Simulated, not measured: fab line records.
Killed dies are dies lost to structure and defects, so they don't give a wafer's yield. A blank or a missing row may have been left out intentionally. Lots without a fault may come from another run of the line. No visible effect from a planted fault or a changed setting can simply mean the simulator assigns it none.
fab line records + flow nand_harc + part 2 of 2: steps 27 to 35 of 35
record:
- lots: 5
- wafers: 15
- last_day: 34
route steps=1302 shown A_BONDPAD@1236 HYBRID_BOND@1237 THIN_TSV@1244
lots with no fault: from the same line, run without faults
start_h: hours from the record's opening day to when the first of the lot's shown wafers began + wait_h: hours elapsed since this lot's preceding step + " same as the row above + L1.1+2: one row covering several wafers at once + - either no value or no given start + * or withheld: withheld + < > ~ a bound
route shown NAME@n: names a module that has steps shown in the file, with the first one's number in the route + usual: mean/standard deviation taken from wafers without a fault + same: alike in all rows + chamber/n: place in a boat + sites: each site's reading + _std_site: standard deviation across them + _edge_site: inner sites' mean taken away from outer sites' mean + radius_mm: how far each site lies from the wafer's centre + mask NAME#n: copy n + behind: the last tool/chamber to shape the wafer + hold: the reason the lot was held/the length of the hold in hours/how it ended + device: the n, p or np transistor that did not switch + end of line: the tests these same wafers got at the end of their route + step lacking rows: just its recipe + killed: dies that structure and defects cost at the first sort, which is not the same as the wafer's yield + map: a wafer's dies, marking killed ones x, the rest . and places with no die _
set.NAME: the run value of the setting; set.NAME@STEP: its run value at that earlier step + model.NAME: the simulator's own value behind a step, which no gauge read
lots at some steps of the route; a table a step, a row a wafer
services: the hour from which a tool's chamber was out of use, counted from the record's first day as start_h (under 0 if before that day), plus the number of hours and why
== steps ==
step: NHARC_THIN_TSV_ETCH_44
recipe:
- target_depth_a: 15942
- time_s: 797.1
- cf4_flow_sccm: 150
- o2_flow_sccm: 10
- ar_flow_sccm: 0
- rf_w: 300
- bias_w: 800
- chemistry: CF4/O2
usual:
- drypump_motor_current_A: 5.8/0.47
- oes_product_au: 1.002/0.008
- rf_vpp_V: 793/4.7
- showerhead_plenum_p_Torr: 1.81/0.075
- throttle_valve_pct: 16.915/0.0095
| lot.wafer | tool        | chamber | start_h | wait_h | drypump_motor_current_A | oes_product_au | rf_hours_counter_h | rf_vpp_V | showerhead_plenum_p_Torr | throttle_valve_pct |
|-----------|-------------|---------|---------|--------|-------------------------|----------------|--------------------|----------|--------------------------|--------------------|
| L079.2    | rie_diel-08 | 1       | 604.55  | 0.1    | 6.7                     | 0.999          | 2.2                | 789      | 1.74                     | 16.916             |
| L079.1    | "           | 3       | "       | "      | 5.5                     | 0.998          | 2.1                | 799      | 1.93                     | 16.914             |
| L079.3    | "           | 0       | "       | "      | 6.4                     | 0.996          | 2.0                | 789      | 1.74                     | 16.924             |
| L082.4    | rie_diel-08 | 3       | 622.13  | 0.1    | 5.6                     | 0.992          | 2.9                | 800      | 1.93                     | 16.921             |
| L082.1    | "           | 0       | "       | "      | 6.3                     | 1.001          | 2.9                | 789      | 1.74                     | 16.912             |
| L082.3    | "           | 1       | "       | "      | 6.8                     | 0.999          | 3.4                | 788      | 1.74                     | 16.921             |
| L084.1    | rie_diel-08 | 2       | 641.16  | 0.1    | 5.6                     | 1.008          | 4.1                | 792      | 1.79                     | 16.909             |
| L084.3    | "           | 3       | "       | "      | 5.6                     | 0.995          | 3.8                | 801      | 1.93                     | 16.920             |
| L084.5    | "           | 2       | "       | "      | 5.6                     | 1.006          | -                  | 790      | 1.79                     | 16.929             |
| L091.2    | rie_diel-03 | 2       | 724.65  | 0.2    | 5.3                     | 1.003          | 5.1                | 793      | 1.80                     | 16.913             |
| L091.6    | "           | 0       | "       | "      | 6.3                     | 1.004          | -                  | 787      | 1.73                     | 16.916             |
| L091.5    | "           | 1       | "       | "      | 6.2                     | 1.014          | -                  | 800      | 1.94                     | 16.917             |
| L097.3    | rie_diel-03 | 0       | 787.48  | 0.1    | 6.4                     | 0.997          | 10.5               | 788      | 1.73                     | 16.921             |
| L097.2    | "           | 1       | "       | "      | 6.1                     | 1.011          | 9.8                | 800      | 1.94                     | 16.909             |
| L097.6    | "           | 3       | "       | "      | 5.4                     | 1.011          | -                  | 791      | 1.77                     | 16.918             |
step: NHARC_THIN_TSV_ETCH_15
recipe:
- target_depth_a: 30000
- bosch_target_overetch_cycles: 2
- bosch_etch_step_s: 2.8
- bosch_dep_step_s: 1.2
- bosch_cycles: 14
usual:
- drypump_motor_current_A: 5.7/0.51
same:
- bosch_etch_step_s: 2.8
| lot.wafer | tool      | chamber | start_h | wait_h | drypump_motor_current_A | rf_hours_counter_h |
|-----------|-----------|---------|---------|--------|-------------------------|--------------------|
| L079.2    | rie_si-02 | 0       | 605.12  | -      | 6.6                     | 0.8                |
| L079.3    | "         | 2       | "       | "      | 5.4                     | 0.9                |
| L079.1    | "         | 3       | "       | "      | 6.1                     | 0.8                |
| L082.1    | rie_si-02 | 3       | 622.71  | -      | 6.0                     | 0.8                |
| L082.4    | "         | 0       | "       | "      | 6.6                     | 0.9                |
| L082.3    | "         | 1       | "       | "      | 5.5                     | 1.0                |
| L084.3    | rie_si-02 | 3       | 641.74  | -      | 6.0                     | 0                  |
| L084.1    | "         | 0       | "       | "      | 6.6                     | 0                  |
| L084.5    | "         | 3       | "       | "      | 6.0                     | -                  |
| L091.2    | rie_si-02 | 3       | 725.14  | -      | 6.0                     | 0.6                |
| L091.6    | "         | 0       | "       | "      | 6.6                     | -                  |
| L091.5    | "         | 1       | "       | "      | 5.5                     | -                  |
| L097.3    | rie_si-02 | 2       | 788.19  | -      | 5.4                     | 0.9                |
| L097.2    | "         | 3       | "       | "      | 6.0                     | 0.9                |
| L097.6    | "         | 1       | "       | "      | 5.5                     | -                  |
step: NHARC_THIN_TSV_CD_MEAS_16
usual:
- cd_nm: 1000.4/1.6
| lot.wafer | tool      | chamber | start_h | wait_h | cd_nm  |
|-----------|-----------|---------|---------|--------|--------|
| L079.1    | cd_sem-02 | -       | 605.27  | 0.1    | 1000.9 |
| L079.2    | "         | -       | "       | "      | 1003.0 |
| L079.3    | "         | -       | "       | "      | 1002.3 |
| L082.1    | cd_sem-03 | -       | 622.85  | 0.1    | 999.5  |
| L082.3    | "         | -       | "       | "      | 999.2  |
| L082.4    | "         | -       | "       | "      | 1000.1 |
| L084.1    | cd_sem-03 | -       | 641.87  | 0.1    | 999.7  |
| L084.3    | "         | -       | "       | "      | 999.1  |
| L084.5    | "         | -       | "       | "      | 1000.7 |
| L091.2    | cd_sem-03 | -       | 725.25  | 0.1    | 999.1  |
| L091.5    | "         | -       | "       | "      | 997.1  |
| L091.6    | "         | -       | "       | "      | 1000.3 |
| L097.2    | cd_sem-01 | -       | 788.31  | 0.1    | 1001.2 |
| L097.3    | "         | -       | "       | "      | 1000.8 |
| L097.6    | "         | -       | "       | "      | 1000.1 |
step: NHARC_THIN_TSV_STRIP_45
recipe:
- power_w: 1500
- temp_c: 250
- chemistry: O2
usual:
- drypump_motor_current_A: 5.5/0.36
- heater_power_w: 330/48
| lot.wafer | tool            | chamber | start_h | wait_h | drypump_motor_current_A | heater_power_w | rf_hours_counter_h |
|-----------|-----------------|---------|---------|--------|-------------------------|----------------|--------------------|
| L079.2    | plasma_asher-01 | 0       | 605.34  | 0.1    | 5.1                     | 295            | 16                 |
| L079.1    | "               | 1       | "       | "      | 5.7                     | 294            | 16                 |
| L079.3    | "               | 1       | "       | "      | 5.6                     | 299            | -                  |
| L082.1    | plasma_asher-02 | 1       | 622.92  | 0.1    | 6.0                     | 312            | 3                  |
| L082.4    | "               | 1       | "       | "      | 6.0                     | 311            | -                  |
| L082.3    | "               | 0       | "       | "      | 5.2                     | 409            | -                  |
| L084.1    | plasma_asher-02 | 1       | 641.95  | 0.1    | 6.0                     | 319            | 6                  |
| L084.3    | "               | 0       | "       | "      | 5.3                     | 416            | -                  |
| L084.5    | "               | 0       | "       | "      | 5.2                     | 410            | -                  |
| L091.2    | plasma_asher-01 | 1       | 725.32  | 0.1    | 5.7                     | 297            | 3                  |
| L091.6    | "               | 1       | "       | "      | 5.7                     | 295            | -                  |
| L091.5    | "               | 0       | "       | "      | 5.1                     | 298            | -                  |
| L097.2    | plasma_asher-01 | 1       | 788.38  | 0.1    | 5.7                     | 300            | 17                 |
| L097.3    | "               | 0       | "       | "      | 5.1                     | 294            | -                  |
| L097.6    | "               | 1       | "       | "      | 5.6                     | 295            | -                  |
step: NHARC_THIN_TSV_STRIP_46
recipe:
- time_s: 1200
- temp_c: 72.5
- chemistry: post_etch_residue_remover
| lot.wafer  | tool         | chamber | start_h | wait_h |
|------------|--------------|---------|---------|--------|
| L079.3+1+2 | wet_bench-08 | 4,6,1   | 605.69  | 0.2    |
| L082.4+3+1 | wet_bench-10 | 0,1,3   | 623.28  | 0.2    |
| L084.1+3+5 | wet_bench-08 | 3,4,0   | 642.30  | 0.3    |
| L091.5+2+6 | wet_bench-10 | 5,7,0   | 725.67  | 0.1    |
| L097.2+3+6 | wet_bench-10 | 6,1,2   | 788.74  | 0.3    |
step: NHARC_THIN_TSV_DEP_47
recipe:
- target_thk_a: 2000
- temp_c: withheld
- pressure_torr: 6.5
- rf_w: 900
- teos_flow_sccm: 161.4
- flow_sccm: 2650
- target_thk_nm: 200
- gas: O2
- material: SiO2
usual:
- showerhead_vpp_V: 1781/54
- throttle_valve_pct: 15.9/0.57
| lot.wafer | tool     | chamber | start_h | wait_h | showerhead_vpp_V | throttle_valve_pct |
|-----------|----------|---------|---------|--------|------------------|--------------------|
| L079.1    | pecvd-02 | 1       | 606.15  | -      | 1701             | 16.2               |
| L079.2    | "        | 2       | "       | "      | 1905             | 15.5               |
| L079.3    | "        | 2       | "       | "      | 1863             | 15.7               |
| L082.1    | pecvd-01 | 0       | 623.72  | -      | 1699             | 15.7               |
| L082.3    | "        | 2       | "       | "      | 1782             | 15.1               |
| L082.4    | "        | 1       | "       | "      | 1822             | 15.7               |
| L084.3    | pecvd-01 | 2       | 642.75  | -      | 1818             | 15.0               |
| L084.1    | "        | 1       | "       | "      | 1841             | 15.7               |
| L084.5    | "        | 1       | "       | "      | 1869             | 15.6               |
| L091.2    | pecvd-04 | 1       | 726.12  | -      | 1796             | 15.6               |
| L091.6    | "        | 1       | "       | "      | 1764             | 15.7               |
| L091.5    | "        | 2       | "       | "      | 1758             | 16.8               |
| L097.3    | pecvd-02 | 1       | 789.18  | -      | 1725             | 16.3               |
| L097.2    | "        | 2       | "       | "      | 1896             | 15.4               |
| L097.6    | "        | 0       | "       | "      | 1766             | 16.3               |
step: NHARC_THIN_TSV_ETCHBACK_48
recipe:
- target_depth_a: 10285
- over_etch_frac: 0.3
- time_s: 405.17
- ion_energy_ev: 250
- c4f8_flow_sccm: withheld
- ar_flow_sccm: withheld
- rf_w: 600
- bias_w: 300
- chemistry: C4F8/Ar
usual:
- oes_product_au: 0.95/0.033
- rf_vpp_V: 546/3.4
same:
- over_etch_frac: 0.3
| lot.wafer | tool        | chamber | start_h | wait_h | oes_product_au | rf_hours_counter_h | rf_vpp_V |
|-----------|-------------|---------|---------|--------|----------------|--------------------|----------|
| L079.3    | rie_diel-09 | 1       | 606.68  | 0.3    | 0.93           | 6                  | 549      |
| L079.1    | "           | 2       | "       | "      | 0.93           | 6                  | 544      |
| L079.2    | "           | 3       | "       | "      | 0.93           | 6                  | 549      |
| L082.4    | rie_diel-03 | 3       | 624.12  | -      | 0.94           | 13                 | 544      |
| L082.1    | "           | 0       | "       | "      | 0.92           | 8                  | 543      |
| L082.3    | "           | 2       | "       | "      | 0.93           | 13                 | 545      |
| L084.3    | rie_diel-09 | 2       | 643.15  | -      | 0.92           | 8                  | 543      |
| L084.1    | "           | 1       | "       | "      | 0.92           | 8                  | 549      |
| L084.5    | "           | 2       | "       | "      | 0.92           | -                  | 544      |
| L091.2    | rie_diel-09 | 2       | 726.53  | -      | 0.92           | 3                  | 544      |
| L091.6    | "           | 2       | "       | "      | 0.92           | -                  | 544      |
| L091.5    | "           | 3       | "       | "      | 0.92           | -                  | 549      |
| L097.2    | rie_diel-08 | 3       | 789.66  | -      | 0.99           | 3                  | 551      |
| L097.3    | "           | 0       | "       | "      | 0.99           | 3                  | 543      |
| L097.6    | "           | 2       | "       | "      | 0.99           | -                  | 544      |
step: NHARC_THIN_TSV_STRIP_62
recipe:
- power_w: 1500
- temp_c: 250
- time_s: 20
- chemistry: N2/H2
usual:
- drypump_motor_current_A: 5.5/0.35
- heater_power_w: 322/44
| lot.wafer | tool            | chamber | start_h | wait_h | drypump_motor_current_A | heater_power_w | rf_hours_counter_h |
|-----------|-----------------|---------|---------|--------|-------------------------|----------------|--------------------|
| L079.2    | plasma_asher-01 | 0       | 607.26  | -      | 5.1                     | 295            | 18                 |
| L079.1    | "               | 1       | "       | "      | 5.6                     | 312            | 18                 |
| L079.3    | "               | 1       | "       | "      | 5.7                     | 297            | -                  |
| L082.1    | plasma_asher-02 | 1       | 624.48  | -      | 6.0                     | 313            | 3                  |
| L082.3    | "               | 1       | "       | "      | 6.0                     | 312            | -                  |
| L082.4    | "               | 0       | "       | "      | 5.2                     | 418            | -                  |
| L084.1    | plasma_asher-02 | 0       | 643.51  | -      | 5.2                     | 409            | 7                  |
| L084.3    | "               | 1       | "       | "      | 6.1                     | 314            | -                  |
| L084.5    | "               | 1       | "       | "      | 6.0                     | 318            | -                  |
| L091.2    | plasma_asher-01 | 0       | 726.91  | -      | 5.1                     | 297            | 3                  |
| L091.5    | "               | 1       | "       | "      | 5.7                     | 289            | -                  |
| L091.6    | "               | 0       | "       | "      | 5.1                     | 294            | -                  |
| L097.2    | plasma_asher-01 | 0       | 789.94  | -      | 5.1                     | 288            | 18                 |
| L097.3    | "               | 1       | "       | "      | 5.7                     | 299            | -                  |
| L097.6    | "               | 1       | "       | "      | 5.7                     | 303            | -                  |
step: NHARC_THIN_TSV_DEGAS_49
recipe:
- temp_c: 300
- time_s: 120
usual:
- heater_power_w: 466/51
| lot.wafer | tool           | chamber | start_h | wait_h | heater_power_w |
|-----------|----------------|---------|---------|--------|----------------|
| L079.1    | pvd_sputter-03 | -       | 607.43  | 0.1    | 433            |
| L079.2    | "              | -       | "       | "      | 450            |
| L079.3    | "              | -       | "       | "      | 423            |
| L082.1    | pvd_sputter-02 | -       | 624.65  | 0.1    | 540            |
| L082.4    | "              | -       | "       | "      | 492            |
| L082.3    | "              | -       | "       | "      | 412            |
| L084.1    | pvd_sputter-03 | -       | 643.68  | 0.1    | 419            |
| L084.3    | "              | -       | "       | "      | 480            |
| L084.5    | "              | -       | "       | "      | 429            |
| L091.2    | pvd_sputter-02 | -       | 727.06  | 0.1    | 476            |
| L091.5    | "              | -       | "       | "      | 471            |
| L091.6    | "              | -       | "       | "      | 504            |
| L097.3    | pvd_sputter-01 | -       | 790.11  | 0.1    | 410            |
| L097.2    | "              | -       | "       | "      | 375            |
| L097.6    | "              | -       | "       | "      | 611            |
== services ==
| tool            | chamber | start_h | hours | kind   |
|-----------------|---------|---------|-------|--------|
| pecvd-02        | -       | 575.89  | 1.4   | repair |
| litho_track-02  | -       | 577.00  | 7.0   | pm     |
| grinder-01      | -       | 581.82  | 2.4   | repair |
| pecvd-02        | -       | 589.33  | 13.0  | pm     |
| litho_track-07  | -       | 601.00  | 7.0   | pm     |
| pecvd-02        | 0       | 606.05  | 12.2  | repair |
| rie_si-02       | 3       | 607.40  | 8.1   | repair |
| rie_diel-03     | 3       | 608.23  | 2.0   | repair |
| pecvd-02        | -       | 613.46  | 1.4   | repair |
| rie_diel-08     | -       | 621.11  | 0.8   | repair |
| rie_si-02       | -       | 631.00  | 9.0   | pm     |
| rie_diel-03     | -       | 635.34  | 9.0   | pm     |
| wet_bench-08    | -       | 646.41  | 8.0   | pm     |
| litho_track-05  | -       | 649.00  | 7.0   | pm     |
| wet_bench-10    | -       | 663.20  | 8.0   | pm     |
| grinder-01      | -       | 700.87  | 0.7   | repair |
| plasma_asher-01 | -       | 701.55  | 9.0   | pm     |
| grinder-01      | -       | 705.05  | 1.1   | repair |
| rie_diel-08     | 3       | 721.14  | 6.3   | repair |
| rie_diel-03     | 0       | 721.44  | 2.9   | repair |
| rie_diel-08     | -       | 721.95  | 9.0   | pm     |
| rie_diel-08     | 2       | 746.65  | 2.6   | repair |
| litho_track-02  | -       | 752.00  | 7.0   | pm     |
| litho_track-07  | -       | 776.00  | 7.0   | pm     |
